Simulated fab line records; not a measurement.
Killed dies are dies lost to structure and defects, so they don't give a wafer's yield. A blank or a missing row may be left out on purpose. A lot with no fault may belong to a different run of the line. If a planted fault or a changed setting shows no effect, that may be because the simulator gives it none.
Matching of chambers || flow nand_harc || 4 sister chambers for NHARC_P_GATE_ALD_36 on ald_sin-03
The step deposits SiNx, target thk 20 nm, pulse time 60 s, ald cycles 223. 8 wafers are shown with their chamber, then 7 later ones without.

== EACH WAFER AND ITS CHAMBER ==
{"wafer": "L079.4", "chamber": 2, "heater_power_w (W)": 946, "precursor_pulse_height_rel": 1.011}
{"wafer": "L081.3", "chamber": 2, "heater_power_w (W)": 964, "precursor_pulse_height_rel": 0.985}
{"wafer": "L081.4", "chamber": 3, "heater_power_w (W)": 834, "precursor_pulse_height_rel": 0.995}
{"wafer": "L085.4", "chamber": 1, "heater_power_w (W)": 952, "precursor_pulse_height_rel": 1.003}
{"wafer": "L085.5", "chamber": 3, "heater_power_w (W)": 827, "precursor_pulse_height_rel": 0.962}
{"wafer": "L085.6", "chamber": 0, "heater_power_w (W)": 934, "precursor_pulse_height_rel": 1.017}
{"wafer": "L087.5", "chamber": 0, "heater_power_w (W)": 964, "precursor_pulse_height_rel": 0.976}
{"wafer": "L087.6", "chamber": 1, "heater_power_w (W)": 983, "precursor_pulse_height_rel": 1.009}

== WAFERS WITHOUT THEIR CHAMBER ==
{"wafer": "L087.4", "heater_power_w (W)": 835, "precursor_pulse_height_rel": 1.016}
{"wafer": "L091.1", "heater_power_w (W)": 981, "precursor_pulse_height_rel": 1.015}
{"wafer": "L091.4", "heater_power_w (W)": 842, "precursor_pulse_height_rel": 0.989}
{"wafer": "L091.3", "heater_power_w (W)": 964, "precursor_pulse_height_rel": 0.995}
{"wafer": "L093.1", "heater_power_w (W)": 951, "precursor_pulse_height_rel": 1.026}
{"wafer": "L093.2", "heater_power_w (W)": 853, "precursor_pulse_height_rel": 0.993}
{"wafer": "L093.5", "heater_power_w (W)": 948, "precursor_pulse_height_rel": 0.992}

== EACH ONE'S CHAMBER ==
{"wafer": "L087.4", "from the rows above": 3, "in truth": 3}
{"wafer": "L091.1", "from the rows above": "can't be placed: 1 or 2 or 0", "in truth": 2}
{"wafer": "L091.4", "from the rows above": 3, "in truth": 3}
{"wafer": "L091.3", "from the rows above": "can't be placed: 2 or 1 or 0", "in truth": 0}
{"wafer": "L093.1", "from the rows above": "can't be placed: 2 or 1 or 0", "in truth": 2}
{"wafer": "L093.2", "from the rows above": 3, "in truth": 3}
{"wafer": "L093.5", "from the rows above": "can't be placed: 0 or 2 or 1", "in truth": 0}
3 of 7 placed correctly. Cannot be placed on the basis of these rows: 4; the candidates contain the true chamber in 4. Number placed wrongly: 0.
How it was worked out, from the rows above alone: a wafer's distance from a chamber is the root of the sum, over the readings, of the square of ((its reading less the chamber's mean) divided by the reading's scatter). If the next closest chamber is less than 2 further off than the closest, the wafer can't be placed; otherwise it belongs to the closest. The mean given for a chamber averages the wafers shown for that chamber. The scatter: the root of (the sum of the squares of (reading less its chamber's mean) over the shown wafers, divided by (wafers less chambers)).
